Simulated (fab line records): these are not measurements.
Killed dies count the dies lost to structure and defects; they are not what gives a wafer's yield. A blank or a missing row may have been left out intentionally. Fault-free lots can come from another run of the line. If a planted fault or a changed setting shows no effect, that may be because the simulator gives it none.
Chamber matching -- flow nand-harc -- 3 sister chambers for NHARC_A_DECK1_JOINT_DEP_16 on pecvd-02
The step deposits SiO2, target thk 45 nm. 3 wafers are shown with their chamber, then 9 later ones without.

EACH WAFER AND ITS CHAMBER
wafer,chamber,heater-power-w (W)
L526.6,0,417
L528.4,1,651
L528.5,2,765

WAFERS WHOSE CHAMBER IS MISSING
wafer,heater-power-w (W)
L530.2,651
L530.5,667
L530.6,436
L536.1,444
L536.2,573
L536.5,583
L541.2,673
L541.4,506
L541.6,694

WHICH CHAMBER EACH ONE RAN IN
wafer,from the rows above,in truth
L530.2,1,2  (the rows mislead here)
L530.5,can't be placed: 1 or 2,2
L530.6,0,0
L536.1,0,0
L536.2,can't be placed: 1 or 0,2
L536.5,can't be placed: 1 or 0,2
L541.2,can't be placed: 1 or 2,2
L541.4,can't be placed: 0 or 1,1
L541.6,can't be placed: 1 or 2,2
Placed correctly: 2 of 9. Not placeable from these rows: 6 (in 4, the candidates include the true chamber). Number placed wrongly: 1.
How it was worked out, from the rows above alone: a wafer's distance from a chamber is the root of the sum, over the readings, of the square of ((its reading less the chamber's mean) divided by the reading's scatter). The wafer belongs to the nearest chamber; if the next one is less than 2 further off, it can't be placed. A chamber's mean is the mean of its shown wafers. The scatter: root of mean squared gap, hidden wafer to nearest shown wafer, with one shown wafer a chamber.
